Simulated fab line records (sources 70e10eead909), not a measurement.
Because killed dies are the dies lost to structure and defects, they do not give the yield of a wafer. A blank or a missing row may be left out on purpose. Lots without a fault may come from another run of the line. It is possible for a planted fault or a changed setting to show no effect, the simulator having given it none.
fab line records	flow nandHarc
record: lots: 7	wafers: 18	lastDay: 33
route steps=1302 shown P_STI@76 END@1302
lots untouched by any fault: they come from a run of this same line in which no faults occurred
startH: start of the lot's first displayed wafer, in hours after the record's first day	waitH: hours from the lot's prior step to this one	" unchanged from the row above	L1.1+2: one row covering several wafers at once	- no value present, or no start provided	* or withheld: withheld	< > ~ a bound
route shown NAME@n: NAME is a module with steps in the file, n the number in the route of the first one	usual: average and standard deviation across the fault-free wafers	same: alike in all rows	chamber/n: place in a boat	sites: the reading at each site	_std_site: the standard deviation of these	_edge_site: inner sites' mean taken away from outer sites' mean	radiusMm: how far each site lies from the wafer's centre	mask NAME#n: copy n	behind: tool/chamber where the wafer was last shaped	hold: cause of the lot's hold/its duration in hours/its outcome	device: which transistor (n, p or np) failed to switch	end of line: the tests these same wafers got at the end of their route	where a step has no rows: the recipe by itself	killed: the dies lost at the first sort to structure and to defects; this is not the yield of the wafer	map: a wafer's dies, marking killed ones x, the rest . and places with no die _
set.NAME: the setting the step ran with; set.NAME@STEP: the setting that earlier step ran with	model.NAME: the simulator's own value behind a step, which no gauge read
a table for each step, a row for each wafer; lots at some steps of the route
services: from which hour (startH, from the record's first day; less than 0 if before it) a tool's chamber was out of use, for how many hours, and why
== steps ==
step: NHARC_P_STI_COAT_41
recipe: tempC: 200	timeS: 65
step: NHARC_P_STI_COAT_03
recipe: spinRpm: 2000	resistThkNm: 600
step: NHARC_P_STI_SOFTBAKE_04
recipe: tempC: 125	timeS: 70
step: NHARC_P_STI_EBR_05
step: NHARC_P_STI_EXPOSE_06
recipe: na: 0.55	targetCdNm: 200	doseMj: 37.69	maskId: P_STI
step: NHARC_P_STI_PEB_07
recipe: pebTempC: 128	pebTimeS: 80
step: NHARC_P_STI_DEVELOP_08
recipe: timeS: 50	devTempC: 22
step: NHARC_P_STI_CD_MEAS_09
recipe: targetCdNm: 200	landingEnergyEv: 500
usual: cdNm: 201/3
lot.wafer	tool	chamber	startH	waitH	cdNm
L958.1	cdSem-02	0	44.27	-	205
L958.5	"	0	"	"	206
L958.6	"	0	"	"	200
L965.1	cdSem-01	0	112.48	-	198
L965.2	"	0	"	"	200
L965.3	"	0	"	"	205
L973.4	cdSem-01	0	194.14	-	205
L973.5	"	0	"	"	202
L974.5	cdSem-03	0	202.28	-	202
L974.6	"	0	"	"	204
L975.4	cdSem-01	0	213.90	-	203
L975.6	"	0	"	"	197
L980.4	cdSem-03	0	263.68	-	202
L980.5	"	0	"	"	204
L980.6	"	0	"	"	201
L981.2	cdSem-01	0	273.18	-	202
L981.3	"	0	"	"	203
L981.4	"	0	"	"	196
step: NHARC_P_STI_OVL_MEAS_10
usual: overlayXNm: -1/6.1	overlayYNm: 0/5.8
lot.wafer	tool	chamber	startH	waitH	overlayXNm	overlayYNm
L958.1	overlay-01	-	44.36	-	6	-10
L958.5	"	-	"	"	6	-11
L958.6	"	-	"	"	6	-11
L965.1	overlay-02	-	112.57	-	-1	5
L965.2	"	-	"	"	-1	5
L965.3	"	-	"	"	-1	5
L973.4	overlay-02	-	194.22	-	0	12
L973.5	"	-	"	"	0	12
L974.5	overlay-01	-	202.36	-	-11	2
L974.6	"	-	"	"	-10	2
L975.4	overlay-01	-	213.99	-	-7	4
L975.6	"	-	"	"	-8	4
L980.4	overlay-02	-	263.76	-	-2	-7
L980.5	"	-	"	"	-1	-7
L980.6	"	-	"	"	-1	-7
L981.2	overlay-01	-	273.26	-	2	-3
L981.3	"	-	"	"	2	-3
L981.4	"	-	"	"	2	-3
step: NHARC_P_STI_INSPECT_11
usual: rawDefectCount: 5.9/2.9
lot.wafer	tool	chamber	startH	waitH	rawDefectCount
L958.1	defectInspect-02	-	44.40	0.0	3
L958.5	"	-	"	"	4
L958.6	"	-	"	"	2
L965.1	defectInspect-01	-	112.61	0.0	8
L965.2	"	-	"	"	3
L965.3	"	-	"	"	7
L973.4	defectInspect-01	-	194.26	0.0	8
L973.5	"	-	"	"	6
L974.5	defectInspect-01	-	202.40	0.0	4
L974.6	"	-	"	"	2
L975.4	defectInspect-01	-	214.02	0.0	9
L975.6	"	-	"	"	9
L980.4	defectInspect-01	-	263.80	0.0	9
L980.5	"	-	"	"	4
L980.6	"	-	"	"	7
L981.2	defectInspect-02	-	273.30	0.0	2
L981.3	"	-	"	"	5
L981.4	"	-	"	"	5
step: NHARC_P_STI_HARDBAKE_13
recipe: tempC: 118	timeS: 65
step: NHARC_P_STI_DESCUM_14
recipe: timeS: 3	o2FlowSccm: 200	arFlowSccm: 0	biasPowerW: 0	chemistry: O2
usual: chamberPressureMTorr: 59.99/0.053	drypumpMotorCurrentA: 5.8/0.39	oesProductAu: 1.000/0.012	rfVppV: 57.9/0.85	showerheadPlenumPTorr: 1.92/0.063	throttleValvePct: 11.311/0.0098
lot.wafer	tool	chamber	startH	waitH	chamberPressureMTorr	drypumpMotorCurrentA	oesProductAu	rfHoursCounterH	rfVppV	showerheadPlenumPTorr	throttleValvePct
L958.1	rieDiel-07	0	44.55	-	60.05	5.6	1.015	8	58.4	1.98	11.304
L958.5	"	1	"	"	59.94	5.4	0.996	-	58.0	1.95	11.309
L958.6	"	2	"	"	59.95	6.6	0.998	-	58.4	1.94	11.312
L965.2	rieDiel-10	1	112.74	-	59.97	5.4	0.999	2	58.5	1.79	11.317
L965.1	"	2	"	"	60.08	5.5	0.996	2	58.4	1.89	11.306
L965.3	"	3	"	"	59.94	5.9	1.022	2	58.7	1.98	11.302
L973.4	rieDiel-07	3	194.39	-	59.98	5.9	1.005	6	58.6	1.94	11.296
L973.5	"	3	"	"	60.03	5.9	0.993	-	58.9	1.94	11.297
L974.5	rieDiel-07	3	202.56	-	60.01	5.9	0.993	-	58.7	1.94	11.322
L974.6	"	0	"	"	60.00	5.5	1.014	-	59.2	1.97	11.312
L975.4	rieDiel-07	2	214.16	-	59.98	6.6	1.005	7	57.5	1.94	11.321
L975.6	"	1	"	"	59.97	5.4	0.989	-	58.3	1.94	11.310
L980.4	rieDiel-10	0	263.93	-	59.95	5.9	0.991	0	58.0	1.95	11.331
L980.5	"	0	"	"	59.95	5.9	1.001	-	56.2	1.94	11.285
L980.6	"	1	"	"	59.90	5.4	0.993	-	57.5	1.79	11.301
L981.3	rieDiel-07	2	273.44	-	60.11	6.6	0.987	13	59.1	1.93	11.300
L981.2	"	3	"	"	60.01	5.9	0.966	12	58.9	1.94	11.308
L981.4	"	1	"	"	60.05	5.4	0.993	13	58.8	1.94	11.290
step: NHARC_P_STI_ETCH_42
recipe: targetDepthA: 800	overetchA: 240	timeS: 61	ionEnergyEv: 200	n2FlowSccm: 150	h2FlowSccm: 150	arFlowSccm: 0	rfW: 400	biasW: 150	chemistry: N2/H2
usual: chamberPressureMTorr: 29.999/0.027	drypumpMotorCurrentA: 5.8/0.38	oesProductAu: 1.000/0.012	rfVppV: 430.9/2.1	showerheadPlenumPTorr: 2.05/0.069	throttleValvePct: 14.171/0.0094
lot.wafer	tool	chamber	startH	waitH	chamberPressureMTorr	drypumpMotorCurrentA	oesProductAu	rfHoursCounterH	rfVppV	showerheadPlenumPTorr	throttleValvePct
L958.1	rieDiel-07	1	44.61	0.1	30.038	5.4	0.993	8	431.8	2.08	14.160
L958.6	"	1	"	"	30.010	5.4	0.994	-	431.3	2.08	14.162
L958.5	"	2	"	"	30.003	6.6	1.012	-	431.9	2.07	14.170
L965.3	rieDiel-10	1	112.83	0.1	29.978	5.4	0.993	2	425.8	1.91	14.182
L965.2	"	3	"	"	29.957	5.9	1.021	2	433.7	2.11	14.174
L965.1	"	0	"	"	29.997	5.9	1.007	2	430.5	2.08	14.184
L973.4	rieDiel-07	2	194.49	0.1	30.023	6.6	0.852	6	431.3	2.06	14.171
L973.5	"	0	"	"	29.990	5.5	0.866	-	434.0	2.11	14.159
L974.5	rieDiel-07	0	202.64	0.1	30.012	5.5	0.861	-	432.1	2.11	14.200
L974.6	"	1	"	"	29.968	5.4	0.983	-	431.1	2.07	14.164
L975.4	rieDiel-07	1	214.25	0.1	29.931	5.4	0.855	7	431.1	2.07	14.164
L975.6	"	1	"	"	30.045	5.4	0.985	-	431.9	2.07	14.182
L980.4	rieDiel-10	1	264.03	0.1	29.981	5.4	0.988	0	426.0	1.90	14.168
L980.6	"	3	"	"	30.007	5.9	1.000	-	432.6	2.11	14.154
L980.5	"	0	"	"	30.024	5.9	0.996	-	430.1	2.07	14.181
L981.2	rieDiel-07	1	273.52	0.1	29.997	5.4	0.996	13	432.0	2.07	14.157
L981.4	"	2	"	"	29.963	6.6	0.994	13	430.8	2.06	14.175
L981.3	"	0	"	"	30.000	5.5	1.010	12	432.8	2.10	14.175
step: NHARC_P_STI_ETCH_31
recipe: targetDepthA: 1089	timeS: 54.5	cf4FlowSccm: 100	chf3FlowSccm: 30	arFlowSccm: 0	rfW: 500	biasW: 200	chemistry: CF4/CHF3
usual: chamberPressureMTorr: 24.999/0.021	drypumpMotorCurrentA: 5.8/0.39	oesProductAu: 0.959/0.022	rfVppV: 370.9/1.9	showerheadPlenumPTorr: 1.58/0.049	throttleValvePct: 16.803/0.0083
lot.wafer	tool	chamber	startH	waitH	chamberPressureMTorr	drypumpMotorCurrentA	oesProductAu	rfHoursCounterH	rfVppV	showerheadPlenumPTorr	throttleValvePct
L958.1	rieDiel-07	1	-	-	24.986	5.4	0.965	8	371.9	1.60	16.809
L958.5	"	0	"	"	24.991	5.5	1.000	-	373.9	1.62	16.794
L958.6	"	1	"	"	24.979	5.4	0.957	-	371.2	1.60	16.793
L965.2	rieDiel-10	2	-	-	25.000	5.5	0.971	2	370.8	1.55	16.794
L965.1	"	3	"	"	25.015	5.9	0.981	2	373.8	1.62	16.804
L965.3	"	1	"	"	25.004	5.4	0.976	2	367.1	1.48	16.793
L973.4	rieDiel-07	3	-	-	24.997	5.9	0.952	6	372.7	1.60	16.811
L973.5	"	0	"	"	25.007	5.5	0.973	-	372.2	1.62	16.802
L974.6	rieDiel-07	1	-	-	25.025	5.4	0.935	-	371.8	1.60	16.786
L974.5	"	2	"	"	25.025	6.6	0.941	-	373.2	1.59	16.805
L975.4	rieDiel-07	1	-	-	24.987	5.4	0.950	7	371.3	1.60	16.798
L975.6	"	3	"	"	24.988	5.9	0.955	-	372.6	1.60	16.797
L980.4	rieDiel-10	1	-	-	25.000	5.4	0.949	0	366.8	1.48	16.794
L980.6	"	2	"	"	24.996	5.5	0.957	-	368.9	1.55	16.812
L980.5	"	3	"	"	24.954	5.9	0.983	-	371.8	1.62	16.819
L981.3	rieDiel-07	2	-	-	25.001	6.5	0.910	13	371.1	1.59	16.804
L981.4	"	3	"	"	24.982	5.9	0.907	12	370.5	1.60	16.819
L981.2	"	0	"	"	24.979	5.6	0.925	12	370.2	1.62	16.796
step: NHARC_END_SORT_01
recipe: tempC: 25
usual: killedAtArray: 59/21	killedAtOther: 1.0/1.1	killedAtPeriphery: 4.0/2.6	killedDies: 64/21	killedOpen: 3.2/1.7	killedShort: 2.5/1.5
same: grossDies: 677
lot.wafer	tool	chamber	startH	waitH	killedAtArray	killedAtOther	killedAtPeriphery	killedDies	killedOpen	killedShort
L958.1	prober-02	0	593.64	2.5	24	0	7	31	4	3
L958.5	prober-02	0	596.78	3.6	31	3	2	36	9	4
L958.6	prober-02	0	597.56	3.9	25	0	4	29	3	2
L973.4	prober-02	0	715.99	3.4	72	2	4	78	1	4
L973.5	prober-02	0	716.80	3.7	68	4	1	73	6	2
L975.4	prober-01	0	766.81	3.4	98	0	6	104	1	3
L975.6	prober-01	0	768.39	4.0	101	2	4	107	3	1
L980.4	prober-02	0	784.43	3.4	50	1	6	57	1	2
L980.5	prober-02	0	785.24	3.7	54	2	6	62	2	1
L980.6	prober-02	0	786.05	4.0	45	1	3	49	4	2
killed by level:class
L958.1 A_CHANNEL_HOLE_D2:chamberFilmFlake=8 P_M1:chamberFilmFlake=4 A_CONTACT:chamberFilmFlake=3 A_CHANNEL_HOLE_D1:chamberFilmFlake=2 A_DECK1_JOINT:chamberFilmFlake=2 A_WL_FILL:chamberFilmFlake=2 P_CONTACT:geometricParticle:short=1 P_M0:geometricParticle:open=1
L958.5 A_CHANNEL_HOLE_D2:chamberFilmFlake=11 A_CHANNEL_FILL_D2:geometricParticle:open=5 A_STAIRCASE:chamberFilmFlake=3 P_M1:chamberFilmFlake=2 A_CHANNEL_HOLE_D1:chamberFilmFlake=2 A_DECK1_JOINT:chamberFilmFlake=2 A_CONTACT:chamberFilmFlake=2 A_DECK1_JOINT:geometricParticle:short=1
L958.6 A_CHANNEL_HOLE_D2:chamberFilmFlake=6 A_CHANNEL_FILL_D2:chamberFilmFlake=6 A_CHANNEL_HOLE_D1:chamberFilmFlake=4 P_M1:chamberFilmFlake=3 A_SLIT:chamberFilmFlake=2 A_CHANNEL_FILL_D1:geometricParticle:short=1 A_DECK1_JOINT:geometricParticle:open=1 A_CHANNEL_FILL_D2:geometricParticle:short=1
L973.4 A_SLIT:chamberFilmFlake=31 A_CHANNEL_HOLE_D2:chamberFilmFlake=25 A_CHANNEL_HOLE_D1:chamberFilmFlake=5 A_CHANNEL_FILL_D1:chamberFilmFlake=3 A_CHANNEL_FILL_D1:geometricParticle:short=2 P_GATE:chamberFilmFlake=2 A_STAIRCASE:chamberFilmFlake=2 A_CHANNEL_HOLE_D2:geometricParticle:short=1
L973.5 A_SLIT:chamberFilmFlake=28 A_CHANNEL_HOLE_D2:chamberFilmFlake=17 A_CHANNEL_HOLE_D1:chamberFilmFlake=11 A_M0:geometricParticle:open=2 A_CHANNEL_FILL_D1:chamberFilmFlake=2 A_CONTACT:chamberFilmFlake=2 THIN_TSV:chamberFilmFlake=2 P_M1:geometricParticle:open=1
L975.4 A_SLIT:chamberFilmFlake=31 A_CHANNEL_HOLE_D1:chamberFilmFlake=30 A_CHANNEL_HOLE_D2:chamberFilmFlake=22 A_CONTACT:chamberFilmFlake=6 P_GATE:chamberFilmFlake=4 A_ONON_D2:geometricParticle:short=2 A_CHANNEL_FILL_D2:chamberFilmFlake=2 A_STAIRCASE:chamberFilmFlake=2
L975.6 A_SLIT:chamberFilmFlake=34 A_CHANNEL_HOLE_D1:chamberFilmFlake=32 A_CHANNEL_HOLE_D2:chamberFilmFlake=17 A_CONTACT:chamberFilmFlake=9 P_STI:chamberFilmFlake=2 P_GATE:chamberFilmFlake=2 THIN_TSV:chamberFilmFlake=2 A_ONON_D1:geometricParticle:open=1
L980.4 A_SLIT:chamberFilmFlake=38 A_STAIRCASE:chamberFilmFlake=5 P_STI:chamberFilmFlake=4 A_CONTACT:chamberFilmFlake=2 P_GATE:geometricParticle:open=1 A_CHANNEL_FILL_D1:geometricParticle:short=1 A_WL_FILL:geometricParticle:short=1 P_ZERO_WELL:chamberFilmFlake=1
L980.5 A_SLIT:chamberFilmFlake=37 A_CONTACT:chamberFilmFlake=9 A_STAIRCASE:chamberFilmFlake=4 P_STI:chamberFilmFlake=3 P_ZERO_WELL:geometricParticle:open=1 A_CHANNEL_FILL_D2:geometricParticle:open=1 STARTING-WAFER:geometricParticle:short=1 P_ZERO_WELL:chamberFilmFlake=1
L980.6 A_SLIT:chamberFilmFlake=27 A_STAIRCASE:chamberFilmFlake=5 A_CONTACT:chamberFilmFlake=4 P_GATE:geometricParticle:open=1 A_SOURCE_PLATE:geometricParticle:open=1 A_ONON_D1:geometricParticle:open=1 A_CHANNEL_FILL_D1:geometricParticle:short=1 A_ONON_D2:geometricParticle:open=1
== services ==
tool	chamber	startH	hours	kind
rieDiel-07	0	22.78	-	clean
rieDiel-07	1	22.78	-	clean
rieDiel-07	2	22.78	-	clean
rieDiel-07	3	22.78	-	clean
rieDiel-07	0	47.28	-	clean
rieDiel-07	1	47.28	-	clean
rieDiel-07	2	47.28	-	clean
rieDiel-07	3	47.28	-	clean
rieDiel-10	-	65.50	9.0	pm
rieDiel-07	0	71.78	-	clean
rieDiel-07	1	71.78	-	clean
rieDiel-07	2	71.78	-	clean
rieDiel-07	3	71.78	-	clean
rieDiel-07	0	96.28	-	clean
rieDiel-07	1	96.28	-	clean
rieDiel-07	2	96.28	-	clean
rieDiel-07	3	96.28	-	clean
rieDiel-07	-	117.26	9.0	pm
rieDiel-07	0	117.26	9.0	ventCycle
rieDiel-07	1	117.26	9.0	ventCycle
rieDiel-10	3	202.06	25.8	repair
rieDiel-10	-	216.66	1.6	repair
rieDiel-07	3	242.33	4.4	repair
rieDiel-10	-	242.50	9.0	pm
== key ==
firstSign: step: NHARC_P_STI_ETCH_42	reading: oesProductAu	direction: down	sigmas: 12	usual: 1.000	struck: 0.858
effect none on later readings
metAt NHARC_P_STI_ETCH_42
struckWafers L973.4,L973.5,L974.5,L975.4
testerLeftOut L973,L974,L975
onsetBetween 44.61 194.49
fault: kind: processParameterDrift	tool: rieDiel-07	chamber: -	onsetH: 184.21	steps: NHARC_P_STI_ETCH_42	channel: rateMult	offset: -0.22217	shape: step	endH: 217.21	scope: struckWafersOnly
testerLeftOut: of these lots the tester's yield and bins aren't shown, on N5 and GAA mostly nor the transistor test; their killed dies are dies lost to structure and defects alone, not to doping, threshold or leakage, so they don't give the yield
